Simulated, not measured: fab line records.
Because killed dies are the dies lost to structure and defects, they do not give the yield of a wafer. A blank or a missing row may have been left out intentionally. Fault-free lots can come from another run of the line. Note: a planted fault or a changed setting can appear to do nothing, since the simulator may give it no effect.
Which of the tools did it? | flow nand harc | 24 lots with 72 wafers sampled at 3 steps, on a route of 1302 steps

WHAT EACH GAUGE READ, for each wafer
NHARC_A_M0_THK_MEAS_24: measures by xrf. Usual: thk nm at 113.8 nm, with a standard deviation of 1.6.
lot  | measured     | on            | thk nm (nm)       | flag
L074 | day 22 11:38 | film metro-02 | 115.6 116.3 116.9 |
L075 | day 23 02:54 | film metro-01 | 115.5 112.3 114.4 |
L076 | day 23 23:01 | film metro-02 | 114.4 113.2 113.6 |
L077 | day 24 03:55 | film metro-02 | 113.6 110.8 111.1 |
L078 | day 24 05:35 | film metro-02 | 114.2 110.4 113.2 |
L080 | day 25 15:02 | film metro-02 | 113.6 113.0 113.2 |
L079 | day 25 15:38 | film metro-01 | 111.6 112.8 113.1 |
L081 | day 25 18:28 | film metro-01 | 113.9 115.5 114.5 |
L082 | day 26 06:10 | film metro-02 | 116.0 114.3 113.8 |
L083 | day 26 14:13 | film metro-02 | 113.2 113.1 111.5 |
L085 | day 27 04:10 | film metro-01 | 112.7 112.7 114.4 |
L084 | day 27 08:44 | film metro-01 | 114.2 115.6 114.7 |
L086 | day 27 16:29 | film metro-01 | 110.6 115.6 111.2 |
L087 | day 28 04:46 | film metro-02 | 113.6 114.1 117.3 |
L088 | day 28 05:54 | film metro-02 | 116.6 114.7 116.0 |
L090 | day 28 21:53 | film metro-01 | 116.6 113.4 114.7 |
L089 | day 29 02:28 | film metro-01 | 110.5 113.6 113.8 |
L092 | day 30 01:50 | film metro-02 | 115.1 112.3 113.6 |
L091 | day 30 12:01 | film metro-02 | 118.0 114.7 114.6 |
L094 | day 31 01:32 | film metro-02 | 115.7 113.4 114.2 |
L093 | day 31 04:20 | film metro-02 | 114.9 114.1 112.7 |
L095 | day 31 21:21 | film metro-02 | 111.3 113.2 112.4 |
L096 | day 32 14:04 | film metro-02 | 115.3 112.0 113.5 |
L097 | day 33 06:41 | film metro-02 | 110.0 112.7 112.4 |

NHARC_A_M1_OVL_MEAS_10: pitch 240 nm. Usual: overlay x nm 0.3 nm, standard deviation 0.74; overlay y nm 0.3 nm, standard deviation 0.67.
lot  | measured     | on         | overlay x nm (nm) | overlay y nm (nm) | flag
L074 | day 22 13:11 | overlay-01 | 1.1 1.5 1.5       | 0.1 0.1 0.2       |
L075 | day 23 04:32 | overlay-02 | -0.3 -0.6 -0.8    | -0.4 0.4 0.2      |
L076 | day 24 01:10 | overlay-01 | 1.0 0.6 0.5       | 0.2 0.6 0.9       |
L077 | day 24 05:33 | overlay-02 | 0.5 1.2 0.8       | 0.7 0.6 0.7       |
L078 | day 24 07:39 | overlay-01 | 0.2 -0.7 -0.4     | 0.2 0.6 -0.1      |
L080 | day 25 16:33 | overlay-02 | 0.7 0.8 1.1       | 0.5 0.9 0.5       |
L079 | day 25 17:19 | overlay-01 | 0.0 -0.4 -0.1     | -0.7 -0.4 0.0     |
L081 | day 25 20:04 | overlay-02 | 0.3 -0.3 -0.3     | 1.0 0.8 0.5       |
L082 | day 26 07:48 | overlay-01 | 0.6 0.7 0.5       | -0.6 -0.3 -0.2    |
L083 | day 26 15:51 | overlay-02 | 0.2 0.2 0.3       | 0.8 0.8 0.8       |
L085 | day 27 05:41 | overlay-01 | 0.1 0.0 -0.1      | -0.1 -0.7 -0.4    |
L084 | day 27 10:16 | overlay-02 | -0.1 -0.4 -0.8    | -0.1 -0.8 -0.6    |
L086 | day 27 18:07 | overlay-02 | 0.3 0.0 0.6       | 0.2 0.4 0.1       |
L087 | day 28 06:25 | overlay-01 | 1.1 1.0 0.3       | 0.6 0.6 0.3       |
L088 | day 28 07:32 | overlay-01 | 0.8 1.0 1.1       | 2.1 1.7 1.7       |
L090 | day 28 23:37 | overlay-01 | 1.1 0.7 0.6       | 1.3 1.1 0.8       |
L089 | day 29 04:19 | overlay-01 | -0.6 -0.8 -0.6    | 1.4 1.2 1.3       |
L092 | day 30 03:32 | overlay-01 | 0.3 0.1 -0.9      | -0.4 -1.0 -1.0    |
L091 | day 30 13:40 | overlay-01 | 0.6 1.3 0.6       | -0.6 -0.7 -0.7    |
L094 | day 31 03:11 | overlay-01 | -1.1 -1.7 -1.1    | 0.4 -0.2 0.2      |
L093 | day 31 05:58 | overlay-01 | 0.6 0.1 0.3       | 0.3 0.2 0.1       |
L095 | day 31 22:52 | overlay-02 | 0.5 0.4 0.9       | 0.8 1.4 1.4       |
L096 | day 32 15:47 | overlay-02 | 0.7 1.0 0.5       | 0.5 0.6 0.5       |
L097 | day 33 08:13 | overlay-02 | 1.5 1.3 0.7       | 0.4 -0.2 -0.2     |

WHICH TOOL RAN EACH LOT (tool, then ch and the chambers of the sampled wafers, then the start)
lot  | NHARC_A_M0_PVD_21
L074 | pvd sputter-01, day 22 11:38 or earlier
L075 | pvd sputter-02, day 23 02:54 or earlier
L076 | pvd sputter-01, day 23 23:01 or earlier
L077 | pvd sputter-03, day 24 03:55 or earlier
L078 | pvd sputter-03, day 24 05:35 or earlier
L080 | pvd sputter-02, day 25 15:02 or earlier
L079 | pvd sputter-02, day 25 15:38 or earlier
L081 | pvd sputter-03, day 25 18:28 or earlier
L082 | pvd sputter-02, day 26 06:10 or earlier
L083 | pvd sputter-03, day 26 14:13 or earlier
L085 | pvd sputter-02, day 27 04:10 or earlier
L084 | pvd sputter-02, day 27 08:44 or earlier
L086 | pvd sputter-02, day 27 16:29 or earlier
L087 | pvd sputter-02, day 28 04:46 or earlier
L088 | pvd sputter-02, day 28 05:54 or earlier
L090 | pvd sputter-02, day 28 21:53 or earlier
L089 | pvd sputter-03, day 29 02:28 or earlier
L092 | pvd sputter-01, day 30 01:50 or earlier
L091 | pvd sputter-01, day 30 12:01 or earlier
L094 | pvd sputter-01, day 31 01:32 or earlier
L093 | pvd sputter-01, day 31 04:20 or earlier
L095 | pvd sputter-01, day 31 21:21 or earlier
L096 | pvd sputter-01, day 32 14:04 or earlier
L097 | pvd sputter-02, day 33 06:41 or earlier
- NHARC_A_M0_PVD_21: deposits Cu, target thk 30 nm, time 20.49 s.

AS READ BY THE TOOLS THEMSELVES (means over the sampled wafers that have a number; for cases with no such wafer, the mark the record gives instead)
NHARC_A_M0_PVD_21. Usual: cathode dc power W 4999.9 W, standard deviation 0.93; throttle valve pct 30.7 %, standard deviation 1.
lot  | tool           | cathode dc power W (W) | throttle valve pct (%) | flag
L074 | pvd sputter-01 | 5000.8                 | 31.0                   |
L075 | pvd sputter-02 | 5000.4                 | 30.8                   |
L076 | pvd sputter-01 | 4998.8                 | 30.0                   |
L077 | pvd sputter-03 | 5001.1                 | 30.3                   |
L078 | pvd sputter-03 | 5000.5                 | 29.8                   |
L080 | pvd sputter-02 | 5000.4                 | 32.1                   |
L079 | pvd sputter-02 | 5000.1                 | 31.4                   |
L081 | pvd sputter-03 | 5000.0                 | 30.5                   |
L082 | pvd sputter-02 | 5000.4                 | 31.4                   |
L083 | pvd sputter-03 | 4999.1                 | 30.5                   |
L085 | pvd sputter-02 | 5000.5                 | 30.5                   |
L084 | pvd sputter-02 | 5000.1                 | 30.4                   |
L086 | pvd sputter-02 | 5000.4                 | 31.2                   |
L087 | pvd sputter-02 | 4999.9                 | 31.0                   |
L088 | pvd sputter-02 | 4999.3                 | 30.9                   |
L090 | pvd sputter-02 | 5000.7                 | 31.0                   |
L089 | pvd sputter-03 | 4998.1                 | 29.6                   |
L092 | pvd sputter-01 | 4999.3                 | 30.4                   |
L091 | pvd sputter-01 | 4999.3                 | 29.9                   |
L094 | pvd sputter-01 | 4999.1                 | 29.9                   |
L093 | pvd sputter-01 | 4999.7                 | 30.8                   |
L095 | pvd sputter-01 | 4999.2                 | 30.6                   |
L096 | pvd sputter-01 | 5000.1                 | 30.5                   |
L097 | pvd sputter-02 | 4999.9                 | 31.0                   |

THE ANSWER, worked out from the rows above alone
Rule: lot off if the mean of its wafers having a number is beyond 3 standard deviations from the usual mean. A lot without any number at a reading at which 4 lots or more have one is off too. The other lots that the step has rows for count as sound. The gauges are gone through in route order, then the tools' own readings, and for those a lot's mean is taken as printed above. At the first step where some lot is off, the reading lying furthest off is the one used; lots without a number count as furthest.
No lot is off at any reading shown: from this, nothing can be told.

WHAT HAD BEEN PUT IN BY THE SIMULATOR
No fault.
